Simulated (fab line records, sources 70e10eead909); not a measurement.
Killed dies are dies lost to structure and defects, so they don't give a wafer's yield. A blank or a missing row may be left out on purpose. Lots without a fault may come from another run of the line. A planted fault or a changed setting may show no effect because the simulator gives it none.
fab line records | flow nand_harc
record lots=6 wafers=18 last_day=33
route steps=1302 shown A_STAIRCASE@874 END@1302
lots that met no fault: from a run of the same line without faults
start_h: hours from the record's first day to the start of the lot's first wafer shown | wait_h: hours since the lot's step before | " the same as in the row above | L1.1+2: a row that stands for several wafers | - no value, or no start given | * or withheld: withheld | < > ~ a bound
route shown NAME@n: a module of which the file shows steps, and the number in the route of the first | usual: mean/standard deviation of fault-free wafers | same: alike in all rows | chamber/n: place in a boat | sites: the reading at each site | _std_site: their standard deviation | _edge_site: outer sites' mean less inner sites' | radius_mm: how far each site lies from the wafer's centre | mask NAME#n: copy n | behind: the tool/chamber that last shaped the wafer | hold: why the lot was held/for how many hours/how that ended | device: the transistor (n, p or np) that didn't switch | end of line: the same wafers' tests at the end of the route | a step without rows: its recipe alone | killed: dies lost to structure and defects at the first sort, not the wafer's yield | map: a wafer's dies, x killed, . not, _ none there
set.NAME: the setting as run; set.NAME@STEP: as run at that earlier step | model.NAME: the simulator's own value behind a step, which no gauge read
lots at some steps of the route; a table a step, a row a wafer
services: from which hour (start_h, from the record's first day; less than 0 if before it) a tool's chamber was out of use, for how many hours, and why
## steps
# step NHARC_A_STAIRCASE_PRECLEAN_448
# recipe time_s=* temp_c=50 bath_age_min=0 chemistry=SC1
# step NHARC_A_STAIRCASE_SRD_449
# step NHARC_A_STAIRCASE_CMP_450
# recipe target_thk_nm=200 material=SiO2
# usual edge_zone_pressure_frac=0.999/0.0052 motor_current_A=12.4/1.1 slurry_filter_dp_kPa=13.49/0.12
# columns lot.wafer tool chamber start_h wait_h edge_zone_pressure_frac motor_current_A slurry_filter_dp_kPa
L609.4 cmp-02 2 481.34 - 0.997 13.6 13.42
L609.6 " 3 " " 1.003 13.3 13.65
L609.5 " 0 " " 1.001 10.9 13.58
L612.4 cmp-04 3 517.53 - 0.997 12.2 13.46
L612.6 " 3 " " 1.002 11.8 13.23
L612.5 " 0 " " 0.996 13.4 13.46
L620.4 cmp-03 3 606.67 - 1.007 11.4 13.39
L620.2 " 0 " " 0.996 12.2 13.46
L620.5 " 3 " " 1.008 11.0 13.66
L621.1 cmp-04 0 607.58 - 0.991 13.7 13.33
L621.6 " 0 " " 0.996 13.0 13.35
L621.5 " 1 " " 1.010 12.6 13.53
L626.4 cmp-03 0 643.17 - 0.996 13.3 13.76
L626.3 " 2 " " 0.996 14.8 13.35
L626.6 " 3 " " 1.002 11.1 13.66
L627.1 cmp-04 3 654.41 - 0.989 12.0 13.48
L627.5 " 2 " " 0.995 12.1 13.63
L627.6 " 3 " " 0.997 11.4 13.57
# step NHARC_A_STAIRCASE_CMP_152
# usual edge_zone_pressure_frac=1.000/0.0053 motor_current_A=12.4/1.1 slurry_filter_dp_kPa=13.51/0.15
# columns lot.wafer tool chamber start_h wait_h edge_zone_pressure_frac motor_current_A slurry_filter_dp_kPa
L609.4 cmp-02 2 481.41 0.1 0.997 13.7 13.45
L609.6 " 3 " " 0.996 12.9 13.72
L609.5 " 0 " " 1.001 10.5 13.65
L612.4 cmp-04 3 517.60 0.1 0.995 11.8 13.65
L612.6 " 3 " " 0.996 11.9 13.52
L612.5 " 0 " " 0.991 13.2 13.48
L620.4 cmp-03 3 606.74 0.1 1.001 10.6 13.45
L620.2 " 0 " " 0.995 13.0 13.54
L620.5 " 3 " " 0.998 10.8 13.71
L621.1 cmp-04 0 607.65 0.1 1.002 13.8 13.56
L621.6 " 0 " " 1.006 13.0 13.53
L621.5 " 1 " " 1.003 12.6 13.49
L626.4 cmp-03 0 643.24 0.1 0.994 12.3 13.46
L626.3 " 2 " " 0.998 14.2 13.61
L626.6 " 3 " " 0.996 10.5 13.28
L627.1 cmp-04 3 654.48 0.1 0.996 12.4 13.70
L627.5 " 2 " " 1.000 12.3 13.69
L627.6 " 3 " " 0.998 12.6 13.26
# step NHARC_A_STAIRCASE_SRD_154
# step NHARC_A_STAIRCASE_ETCH_403
# recipe target_depth_a=1082 chemistry=dHF material=SiO2
# step NHARC_A_STAIRCASE_ETCHBACK_422
# recipe target_depth_a=400 over_etch_frac=0.3 time_s=74.286 ion_energy_ev=120 ch3f_flow_sccm=50 o2_flow_sccm=30 ar_flow_sccm=200 rf_w=500 bias_w=100 chemistry=CH3F/O2
# usual drypump_motor_current_A=5.7/0.42 oes_product_au=0.95/0.037 rf_vpp_V=244.6/2.2 showerhead_plenum_p_Torr=2.48/0.15 throttle_valve_pct=20.664/0.009
# same time_s=74.286
# columns lot.wafer tool chamber start_h wait_h drypump_motor_current_A oes_product_au rf_hours_counter_h rf_vpp_V showerhead_plenum_p_Torr throttle_valve_pct
L609.4 rie_diel-09 1 481.88 0.2 5.9 0.92 49 245.5 2.55 20.663
L609.5 " 2 " " 6.0 0.93 - 242.3 2.30 20.641
L609.6 " 3 " " 5.6 0.92 - 247.2 2.64 20.667
L612.4 rie_diel-09 3 518.07 0.2 5.5 1.00 3 246.1 2.64 20.665
L612.5 " 2 " " 6.0 0.98 - 242.2 2.30 20.666
L612.6 " 3 " " 5.6 0.99 - 247.3 2.64 20.661
L620.2 rie_diel-04 0 607.20 0.1 5.7 0.99 21 246.0 2.59 20.659
L620.4 " 2 " " 5.4 1.00 17 241.7 2.29 20.653
L620.5 " 1 " " 5.0 1.00 - 246.2 2.65 20.659
L621.1 rie_diel-09 0 608.11 0.1 5.9 0.93 29 246.6 2.65 20.664
L621.6 " 0 " " 5.8 0.92 - 246.6 2.65 20.662
L621.5 " 1 " " 5.9 0.93 - 243.6 2.53 20.657
L626.3 rie_diel-09 3 643.69 0.1 5.5 0.93 49 245.8 2.62 20.664
L626.4 " 0 " " 5.8 0.92 41 245.9 2.64 20.654
L626.6 " 0 " " 5.8 0.92 - 246.7 2.64 20.664
L627.1 rie_diel-04 3 654.97 0.2 5.4 0.93 39 242.6 2.37 20.657
L627.5 " 0 " " 5.7 0.91 - 246.5 2.58 20.671
L627.6 " 1 " " 5.0 0.94 - 248.0 2.65 20.672
# step NHARC_A_STAIRCASE_ETCH_423
# recipe target_depth_a=300 chemistry=dHF material=SiO2
# step NHARC_A_STAIRCASE_ETCHBACK_157
# recipe target_depth_a=900 over_etch_frac=0.3 time_s=167.14 ion_energy_ev=120 ch3f_flow_sccm=50 o2_flow_sccm=30 ar_flow_sccm=200 rf_w=500 bias_w=100 chemistry=CH3F/O2
# usual drypump_motor_current_A=5.8/0.44 oes_product_au=0.96/0.03 rf_vpp_V=244.6/2.1 showerhead_plenum_p_Torr=2.48/0.14 throttle_valve_pct=20.664/0.0089
# same time_s=167.14
# columns lot.wafer tool chamber start_h wait_h drypump_motor_current_A oes_product_au rf_hours_counter_h rf_vpp_V showerhead_plenum_p_Torr throttle_valve_pct
L609.4 rie_diel-09 3 482.20 0.2 5.6 0.95 54 248.0 2.64 20.662
L609.5 " 3 " " 5.5 0.95 - 248.3 2.64 20.657
L609.6 " 0 " " 5.8 0.94 - 241.2 2.27 20.665
L612.4 rie_diel-04 3 518.43 0.2 5.4 0.93 57 242.0 2.39 20.652
L612.5 " 2 " " 5.4 0.91 - 241.4 2.29 20.672
L612.6 " 3 " " 5.5 0.93 - 242.8 2.39 20.657
L620.4 rie_diel-01 3 607.56 0.2 6.8 1.01 19 247.3 2.63 20.659
L620.2 " 1 " " 5.9 1.00 11 242.6 2.34 20.676
L620.5 " 0 " " 5.3 1.01 - 242.7 2.36 20.659
L621.1 rie_diel-01 3 608.47 0.2 6.8 0.99 19 246.3 2.63 20.670
L621.5 " 3 " " 6.8 0.99 - 247.0 2.63 20.674
L621.6 " 0 " " 5.3 1.00 - 243.2 2.36 20.662
L626.4 rie_diel-04 3 644.09 0.2 5.4 0.93 36 242.6 2.37 20.657
L626.3 " 0 " " 5.7 0.92 38 247.7 2.58 20.664
L626.6 " 1 " " 5.0 0.93 - 245.1 2.65 20.660
L627.1 rie_diel-01 1 655.32 0.2 5.8 1.00 30 243.9 2.33 20.667
L627.5 " 0 " " 5.3 1.00 - 243.1 2.35 20.664
L627.6 " 1 " " 5.8 1.00 - 242.6 2.33 20.644
# step NHARC_A_STAIRCASE_STRIP_475
# recipe time_s=20 o2_flow_sccm=500 ar_flow_sccm=0 bias_w=0 chemistry=O2
# step NHARC_A_STAIRCASE_DEP_471
# recipe target_thk_a=1000 temp_c=400 pressure_torr=6.5 rf_w=900 teos_flow_sccm=161.4 flow_sccm=2650 target_thk_nm=100 gas=O2 material=SiO2
# usual heater_power_w=572/60 throttle_valve_pct=16.0/0.69
# columns lot.wafer tool chamber start_h wait_h heater_power_w throttle_valve_pct
L609.6 pecvd-03 2 482.56 - 564 14.7
L609.5 " 0 " " 635 16.5
L609.4 " 1 " " 630 15.0
L612.6 pecvd-03 0 518.78 - 574 16.6
L612.4 " 1 " " 590 15.4
L612.5 " 2 " " 508 14.7
L620.2 pecvd-03 0 607.89 - 624 16.3
L620.4 " 1 " " 666 15.4
L620.5 " 0 " " 471 16.4
L621.1 pecvd-04 1 608.75 - 685 15.6
L621.6 " 2 " " 583 16.5
L621.5 " 0 " " 635 16.6
L626.3 pecvd-03 2 644.41 - 567 15.8
L626.6 " 2 " " 564 15.6
L626.4 " 0 " " 612 16.3
L627.1 pecvd-04 1 655.59 - 559 15.2
L627.5 " 1 " " 562 15.2
L627.6 " 0 " " 553 16.1
# step NHARC_A_STAIRCASE_CMP_472
# recipe material=SiO2
# usual edge_zone_pressure_frac=1.000/0.0048 motor_current_A=12.4/1.2 slurry_filter_dp_kPa=13.50/0.14
# columns lot.wafer tool chamber start_h wait_h edge_zone_pressure_frac motor_current_A slurry_filter_dp_kPa
L609.4 cmp-02 0 482.80 0.1 1.003 10.5 13.42
L609.5 " 3 " " 0.994 13.0 13.51
L609.6 " 0 " " 0.999 10.5 13.72
L612.4 cmp-04 2 518.96 0.1 0.999 12.3 13.43
L612.5 " 2 " " 0.997 12.4 13.57
L612.6 " 3 " " 1.000 11.8 13.54
L620.2 cmp-04 2 608.11 0.2 - - -
L620.4 " 3 " " - - -
L620.5 " 3 " " - - -
L621.1 cmp-02 3 609.08 0.3 - - -
L621.6 " 1 " " - - -
L621.5 " 2 " " - - -
L626.3 cmp-03 0 644.68 0.2 1.000 12.7 13.65
L626.4 " 2 " " 0.994 15.1 13.45
L626.6 " 0 " " 1.009 12.4 13.46
L627.1 cmp-04 0 655.97 0.3 1.002 12.7 13.16
L627.5 " 3 " " 1.005 12.3 13.64
L627.6 " 0 " " 0.997 13.5 13.63
# step NHARC_END_SORT_01
# recipe temp_c=25
# usual killed_at_array=61/23 killed_at_other=1.3/1.4 killed_at_periphery=4.0/2.6 killed_dies=66/22 killed_open=3.4/1.8 killed_short=2.3/1.4
# same gross_dies=677
# columns lot.wafer tool chamber start_h wait_h killed_at_array killed_at_other killed_at_periphery killed_dies killed_open killed_short
L621.1 prober-02 0 732.76 2.5 670 0 7 677 0 3
L621.5 prober-02 0 735.97 3.7 672 0 5 677 4 2
L621.6 prober-02 0 736.77 4.0 672 0 5 677 5 3
L620.2 prober-01 0 733.51 2.8 674 1 2 677 2 1
L620.4 prober-01 0 735.10 3.4 665 1 11 677 2 5
L620.5 prober-01 0 735.89 3.7 671 1 5 677 5 1
# killed by level:class
L621.1 A_STAIRCASE:area_cmp=622 A_CHANNEL_HOLE_D2:chamber_film_flake=18 A_CHANNEL_HOLE_D1:chamber_film_flake=10 P_GATE:chamber_film_flake=6 A_STAIRCASE:chamber_film_flake=6 A_SLIT:chamber_film_flake=4 A_CONTACT:chamber_film_flake=3 A_CHANNEL_FILL_D2:chamber_film_flake=2
L620.2 A_STAIRCASE:area_cmp=595 A_CHANNEL_HOLE_D1:chamber_film_flake=33 A_SLIT:chamber_film_flake=32 A_CONTACT:chamber_film_flake=5 A_CHANNEL_FILL_D1:chamber_film_flake=4 P_M1:chamber_film_flake=2 A_SOURCE_PLATE:geometric_particle:open=1 A_CHANNEL_FILL_D2:geometric_particle:open=1
L620.4 A_STAIRCASE:area_cmp=587 A_SLIT:chamber_film_flake=36 A_CHANNEL_HOLE_D1:chamber_film_flake=31 P_GATE:chamber_film_flake=8 A_CHANNEL_FILL_D1:chamber_film_flake=2 A_CONTACT:chamber_film_flake=2 P_STI:geometric_particle:short=1 P_M0:geometric_particle:short=1
L620.5 A_STAIRCASE:area_cmp=599 A_SLIT:chamber_film_flake=33 A_CHANNEL_HOLE_D1:chamber_film_flake=26 A_CONTACT:chamber_film_flake=4 A_DECK1_JOINT:chamber_film_flake=3 A_CHANNEL_FILL_D2:geometric_particle:open=2 P_GATE:chamber_film_flake=2 P_CONTACT:geometric_particle:open=1
L621.5 A_STAIRCASE:area_cmp=624 A_CHANNEL_HOLE_D2:chamber_film_flake=24 A_STAIRCASE:chamber_film_flake=9 A_CHANNEL_HOLE_D1:chamber_film_flake=6 A_CONTACT:chamber_film_flake=3 P_STI:geometric_particle:open=1 P_GATE:geometric_particle:short=1 A_CHANNEL_HOLE_D1:geometric_particle:open=1
L621.6 A_STAIRCASE:area_cmp=623 A_CHANNEL_HOLE_D2:chamber_film_flake=27 A_CHANNEL_HOLE_D1:chamber_film_flake=7 A_STAIRCASE:chamber_film_flake=3 A_CONTACT:chamber_film_flake=3 A_SLIT:chamber_film_flake=2 P_GATE:geometric_particle:open=1 P_CONTACT:geometric_particle:open=1
# map L620.2 (x killed, . not)
____________x____________
_________xxxxxxx_________
_______xxxxxxxxxxx_______
______xxxxxxxxxxxxx______
_____xxxxxxxxxxxxxxx_____
____xxxxxxxxxxxxxxxxx____
____xxxxxxxxxxxxxxxxx____
___xxxxxxxxxxxxxxxxxxx___
___xxxxxxxxxxxxxxxxxxx___
__xxxxxxxxxxxxxxxxxxxxx__
__xxxxxxxxxxxxxxxxxxxxx__
_xxxxxxxxxxxxxxxxxxxxxxx_
_xxxxxxxxxxxxxxxxxxxxxxx_
_xxxxxxxxxxxxxxxxxxxxxxx_
_xxxxxxxxxxxxxxxxxxxxxxx_
_xxxxxxxxxxxxxxxxxxxxxxx_
xxxxxxxxxxxxxxxxxxxxxxxxx
xxxxxxxxxxxxxxxxxxxxxxxxx
xxxxxxxxxxxxxxxxxxxxxxxxx
xxxxxxxxxxxxxxxxxxxxxxxxx
xxxxxxxxxxxxxxxxxxxxxxxxx
_xxxxxxxxxxxxxxxxxxxxxxx_
_xxxxxxxxxxxxxxxxxxxxxxx_
_xxxxxxxxxxxxxxxxxxxxxxx_
_xxxxxxxxxxxxxxxxxxxxxxx_
_xxxxxxxxxxxxxxxxxxxxxxx_
__xxxxxxxxxxxxxxxxxxxxx__
__xxxxxxxxxxxxxxxxxxxxx__
___xxxxxxxxxxxxxxxxxxx___
___xxxxxxxxxxxxxxxxxxx___
____xxxxxxxxxxxxxxxxx____
____xxxxxxxxxxxxxxxxx____
_____xxxxxxxxxxxxxxx_____
______xxxxxxxxxxxxx______
_______xxxxxxxxxxx_______
_________xxxxxxx_________
____________x____________
# map L621.1 (x killed, . not)
____________x____________
_________xxxxxxx_________
_______xxxxxxxxxxx_______
______xxxxxxxxxxxxx______
_____xxxxxxxxxxxxxxx_____
____xxxxxxxxxxxxxxxxx____
____xxxxxxxxxxxxxxxxx____
___xxxxxxxxxxxxxxxxxxx___
___xxxxxxxxxxxxxxxxxxx___
__xxxxxxxxxxxxxxxxxxxxx__
__xxxxxxxxxxxxxxxxxxxxx__
_xxxxxxxxxxxxxxxxxxxxxxx_
_xxxxxxxxxxxxxxxxxxxxxxx_
_xxxxxxxxxxxxxxxxxxxxxxx_
_xxxxxxxxxxxxxxxxxxxxxxx_
_xxxxxxxxxxxxxxxxxxxxxxx_
xxxxxxxxxxxxxxxxxxxxxxxxx
xxxxxxxxxxxxxxxxxxxxxxxxx
xxxxxxxxxxxxxxxxxxxxxxxxx
xxxxxxxxxxxxxxxxxxxxxxxxx
xxxxxxxxxxxxxxxxxxxxxxxxx
_xxxxxxxxxxxxxxxxxxxxxxx_
_xxxxxxxxxxxxxxxxxxxxxxx_
_xxxxxxxxxxxxxxxxxxxxxxx_
_xxxxxxxxxxxxxxxxxxxxxxx_
_xxxxxxxxxxxxxxxxxxxxxxx_
__xxxxxxxxxxxxxxxxxxxxx__
__xxxxxxxxxxxxxxxxxxxxx__
___xxxxxxxxxxxxxxxxxxx___
___xxxxxxxxxxxxxxxxxxx___
____xxxxxxxxxxxxxxxxx____
____xxxxxxxxxxxxxxxxx____
_____xxxxxxxxxxxxxxx_____
______xxxxxxxxxxxxx______
_______xxxxxxxxxxx_______
_________xxxxxxx_________
____________x____________
## services
# columns tool chamber start_h hours kind
rie_diel-01 0 458.27 3.5 repair
rie_diel-04 1 460.53 6.7 repair
cmp-02 - 475.89 0.7 repair
cmp-03 - 477.51 1.8 repair
cmp-03 - 480.48 3.2 repair
cmp-03 - 488.39 4.0 pm
cmp-02 - 488.55 2.0 repair
rie_diel-09 0 490.75 6.1 repair
rie_diel-09 - 497.12 9.0 pm
cmp-04 - 503.10 4.0 pm
rie_diel-04 0 508.72 4.9 repair
cmp-02 - 526.52 4.0 pm
rie_diel-04 - 533.00 9.0 pm
pecvd-03 - 538.63 3.2 repair
cmp-02 - 546.40 5.2 repair
pecvd-03 - 547.25 13.0 pm
rie_diel-01 - 557.93 9.0 pm
rie_diel-09 0 567.71 13.4 repair
cmp-03 - 586.39 4.0 pm
rie_diel-01 1 598.73 6.5 repair
cmp-04 - 601.10 4.0 pm
cmp-02 - 624.52 4.0 pm
rie_diel-01 3 640.82 3.7 repair
cmp-03 - 654.88 1.0 repair
## key
first_sign step=NHARC_A_STAIRCASE_CMP_472 reading=tool_record direction=missing
effect step=NHARC_END_SORT_01 reading=killed_dies direction=up sigmas=27 usual=66 struck=677
more_kills_born_at NHARC_A_STAIRCASE_CMP_472@cmp-02=1869 NHARC_A_STAIRCASE_CMP_472@cmp-04=1781
met_at NHARC_A_STAIRCASE_CMP_472
struck_wafers L620.2,L620.4,L620.5,L621.1,L621.5,L621.6
later_rows_left_out L620.2,L620.4,L620.5,L621.1,L621.5,L621.6
tester_left_out L620,L621
onset_between 518.96 608.11
fault kind=skipped_step_whole tool=cmp-02,cmp-04 chamber=- onset_h=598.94 steps=NHARC_A_STAIRCASE_CMP_472 scope=struck_lots_only
# tester_left_out: of these lots the tester's yield and bins aren't shown, on N5 and GAA mostly nor the transistor test; their killed dies are dies lost to structure and defects alone, not to doping, threshold or leakage, so they don't give the yield
# later_rows_left_out: the simulator's readings of these wafers behind a module that went badly wrong aren't trusted and aren't shown, but for the sort
